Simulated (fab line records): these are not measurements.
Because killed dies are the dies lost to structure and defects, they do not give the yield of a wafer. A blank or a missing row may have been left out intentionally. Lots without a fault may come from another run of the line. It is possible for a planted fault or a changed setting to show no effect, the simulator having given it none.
Which tool did it? | flow n5 finfet | 9 lots, 27 wafers sampled, at 5 steps of a route of 1938

## WHAT EACH GAUGE READ, for each wafer
Not one reading of a measure or inspect step in the record can be checked against a usual standard deviation.

## WHAT TOOL EACH LOT RAN ON (gives the tool, then ch and the chambers of the sampled wafers, and finally the start)
lot  | N5_BEOL_M9_STRIP_67                | N5_BEOL_M9_ETCH_65                 | N5_BEOL_M9_ETCH_66                 | N5_BEOL_M9_ETCH_41                          | N5_PASSIVATION_PROBE_49
L176 | rie diel-02 ch 0,3, day 9 23:17    | rie diel-05 ch 0,1,3, day 10 00:53 | rie diel-05 ch 0,1,3, day 10 00:55 | rie diel-05 ch 0,1,3, no start              | -
L177 | rie diel-06 ch 0,2,3, day 10 09:43 | rie diel-02 ch 0,1,3, day 10 10:31 | rie diel-02 ch 0,1,3, day 10 10:32 | rie diel-02 ch 0,1,3, no start              | -
L180 | rie diel-05 ch 1,2,3, day 12 06:35 | rie diel-05 ch 0,1,2, day 12 07:24 | rie diel-05 ch 0,1,2, day 12 07:26 | rie diel-05 ch 0,1,2, no start              | -
L183 | rie diel-06 ch 0,2, day 12 10:26   | rie diel-05 ch 1,2, day 12 11:21   | rie diel-05 ch 1,2, day 12 11:23   | rie diel-05 ch 1,2, day 15 01:50 or earlier | prober-01, day 15 01:50
L188 | rie diel-06 ch 0,1,2, day 13 06:41 | rie diel-06 ch 0,1, day 13 13:04   | rie diel-06 ch 0,1, day 13 13:06   | rie diel-06 ch 0,1, no start                | -
L191 | rie diel-02 ch 0,2, day 14 13:53   | rie diel-02 ch 0,2, day 14 14:55   | rie diel-02 ch 0,2, day 14 14:56   | rie diel-02 ch 0,2, no start                | -
L194 | rie diel-06 ch 1,3, day 15 03:05   | rie diel-06 ch 1,3, day 15 06:53   | rie diel-06 ch 1,3, day 15 06:56   | rie diel-06 ch 1,3, no start                | -
L195 | rie diel-05 ch 0,3, day 15 09:28   | rie diel-06 ch 1,2,3, day 15 12:14 | rie diel-06 ch 1,2,3, day 15 12:16 | rie diel-06 ch 1,2,3, no start              | -
L196 | rie diel-06 ch 2,3, day 15 13:24   | rie diel-05 ch 1,2,3, day 15 15:23 | rie diel-05 ch 1,2,3, day 15 15:25 | rie diel-05 ch 1,2,3, no start              | -
- N5_BEOL_M9_STRIP_67: strips in CF4.
- N5_BEOL_M9_ETCH_65: etches SiARC in CF4, target depth 15.6 nm, time 26 s.
- N5_BEOL_M9_ETCH_66: etches SOC in N2/H2, target depth 80 nm, overetch 16 nm, time 120 s.
- N5_BEOL_M9_ETCH_41: etches SiCN in CH3F/O2, target depth 36.6 nm, time 70.1 s.
- N5_PASSIVATION_PROBE_49

## AS READ BY THE TOOLS THEMSELVES (means over the sampled wafers that have a number; for cases with no such wafer, the mark the record gives instead)
N5_BEOL_M9_STRIP_67.
lot  | tool        | chamber pressure mTorr (mTorr) | drypump motor current A (A) | oes product au (a.u.) | rf vpp V (V) | showerhead plenum p Torr (Torr) | throttle valve pct (%)
L176 | rie diel-02 | 50.02                          | 6.0                         | 0.90                  | 272.1        | 1.85                            | 13.37
L177 | rie diel-06 | 50.01                          | 6.2                         | 0.81                  | 271.3        | 1.78                            | 13.52
L180 | rie diel-05 | 50.01                          | 5.6                         | 0.78                  | 272.4        | 1.84                            | 13.73
L183 | rie diel-06 | 49.97                          | 6.2                         | 0.77                  | 271.2        | 1.80                            | 13.63
L188 | rie diel-06 | 49.98                          | 5.9                         | 0.76                  | 271.6        | 1.77                            | 13.58
L191 | rie diel-02 | 49.98                          | 5.1                         | 0.80                  | 269.9        | 1.78                            | 13.61
L194 | rie diel-06 | 49.99                          | 6.2                         | 0.76                  | 269.2        | 1.72                            | 13.64
L195 | rie diel-05 | 50.02                          | 5.7                         | 0.86                  | 273.5        | 1.85                            | 13.39
L196 | rie diel-06 | 50.03                          | 6.5                         | 0.75                  | 270.7        | 1.77                            | 13.75

N5_BEOL_M9_ETCH_65.
lot  | tool        | cf4 flow sccm (sccm) | chamber pressure mTorr (mTorr) | drypump motor current A (A) | etch rf on time s (s) | oes product au (a.u.) | rf vpp V (V) | showerhead plenum p Torr (Torr) | throttle valve pct (%)
L176 | rie diel-05 | 100.1                | 40.04                          | 5.7                         | 25.7                  | 0.75                  | 185.0        | 2.20                            | 15.47
L177 | rie diel-02 | 100.1                | 39.99                          | 5.7                         | 25.6                  | 0.72                  | 185.3        | 2.22                            | 15.58
L180 | rie diel-05 | 77.5                 | 39.97                          | 5.6                         | 26.4                  | 0.66                  | 183.6        | 1.98                            | 14.74
L183 | rie diel-05 | 77.3                 | 40.01                          | 5.5                         | 26.6                  | 0.60                  | 183.5        | 1.99                            | 15.01
L188 | rie diel-06 | 100.2                | 40.02                          | 5.6                         | 26.2                  | 0.63                  | 183.6        | 2.08                            | 15.56
L191 | rie diel-02 | 100.1                | 39.98                          | 5.1                         | 25.8                  | 0.70                  | 184.9        | 2.19                            | 15.74
L194 | rie diel-06 | 100.1                | 40.01                          | 6.2                         | 26.2                  | 0.65                  | 183.3        | 2.06                            | 15.68
L195 | rie diel-06 | 100.2                | 40.04                          | 6.2                         | 26.3                  | 0.63                  | 182.9        | 2.08                            | 15.73
L196 | rie diel-05 | 99.9                 | 40.02                          | 5.7                         | 25.9                  | 0.65                  | 183.5        | 2.19                            | 15.81

N5_BEOL_M9_ETCH_66.
lot  | tool        | chamber pressure mTorr (mTorr) | drypump motor current A (A) | oes product au (a.u.) | rf vpp V (V) | showerhead plenum p Torr (Torr) | throttle valve pct (%)
L176 | rie diel-05 | 30.017                         | 5.7                         | 0.67                  | 525.8        | 2.62                            | 17.77
L177 | rie diel-02 | 30.011                         | 5.7                         | 0.64                  | 526.0        | 2.65                            | 17.83
L180 | rie diel-05 | 29.996                         | 5.6                         | 0.60                  | 524.5        | 2.55                            | 17.98
L183 | rie diel-05 | 29.987                         | 5.6                         | 0.55                  | 523.9        | 2.56                            | 18.23
L188 | rie diel-06 | 30.027                         | 5.6                         | 0.57                  | 522.1        | 2.47                            | 17.84
L191 | rie diel-02 | 30.014                         | 5.1                         | 0.63                  | 526.0        | 2.61                            | 17.96
L194 | rie diel-06 | 30.013                         | 6.2                         | 0.58                  | 520.9        | 2.44                            | 17.89
L195 | rie diel-06 | 30.007                         | 6.2                         | 0.57                  | 521.7        | 2.46                            | 17.90
L196 | rie diel-05 | 29.976                         | 5.7                         | 0.59                  | 526.0        | 2.61                            | 18.11

N5_BEOL_M9_ETCH_41.
lot  | tool        | chamber pressure mTorr (mTorr) | drypump motor current A (A) | oes product au (a.u.) | rf vpp V (V) | showerhead plenum p Torr (Torr) | throttle valve pct (%)
L176 | rie diel-05 | 30.012                         | 5.7                         | 0.88                  | 298.5        | 2.06                            | 16.18
L177 | rie diel-02 | 29.986                         | 5.7                         | 0.84                  | 298.7        | 2.08                            | 16.30
L180 | rie diel-05 | 29.995                         | 5.6                         | 0.78                  | 297.2        | 2.00                            | 16.38
L183 | rie diel-05 | 30.008                         | 5.5                         | 0.71                  | 297.6        | 2.01                            | 16.66
L188 | rie diel-06 | 30.019                         | 5.6                         | 0.74                  | 296.1        | 1.94                            | 16.28
L191 | rie diel-02 | 30.024                         | 5.1                         | 0.82                  | 297.7        | 2.05                            | 16.45
L194 | rie diel-06 | 29.975                         | 6.2                         | 0.75                  | 295.6        | 1.92                            | 16.38
L195 | rie diel-06 | 30.015                         | 6.2                         | 0.74                  | 295.6        | 1.94                            | 16.44
L196 | rie diel-05 | 30.014                         | 5.7                         | 0.76                  | 298.6        | 2.05                            | 16.51

N5_PASSIVATION_PROBE_49.
lot  | tool      | defect limited yield (%) | killed_at_M0_to_M3 | killed_at_M4_up | killed at contacts | killed at front end | killed at other | killed dies | killed open | killed short | sort_bin_5_function (%) | sort_bin_6_memory (%) | sort n pass | sort yield pct (%)
L183 | prober-01 | 90.5                     | 46                 | 14              | 14                 | 34                  | 2.5             | 112         | 72          | 38           | 5.6                     | 3.5                   | 1068        | 90.5

## THE ANSWER, worked out from the rows above alone
Rule: the lots themselves supply what counts as usual. The widest of any qualifying gaps counts: lots, ordered by their means at a reading, are off when they make up no more than a third of the lots, leave a main group of 4 or more, and stand apart from it by 3 or more times the standard deviation of that group's means. A main group whose means are all the same, to the digits that the tables above print for the reading, isn't used. Also off: a lot with no number at a reading for which 4 or more lots have one. The other lots that the step has rows for count as sound. First the gauges in route order, then the tools' own readings, where a lot's mean is used as printed above. At the first step where some lot is off, the reading lying furthest off is the one used; lots without a number count as furthest.
Off at N5_BEOL_M9_ETCH_65 (cf4 flow sccm): L180, L183. Mean 100.1 sccm and standard deviation 0.093 in the main group.
A tool fits if, at that step or a process step before it, it ran every lot that is off, and no sound lot after the first of them. Of those tried, none fits.

## WHAT HAD BEEN PUT IN BY THE SIMULATOR
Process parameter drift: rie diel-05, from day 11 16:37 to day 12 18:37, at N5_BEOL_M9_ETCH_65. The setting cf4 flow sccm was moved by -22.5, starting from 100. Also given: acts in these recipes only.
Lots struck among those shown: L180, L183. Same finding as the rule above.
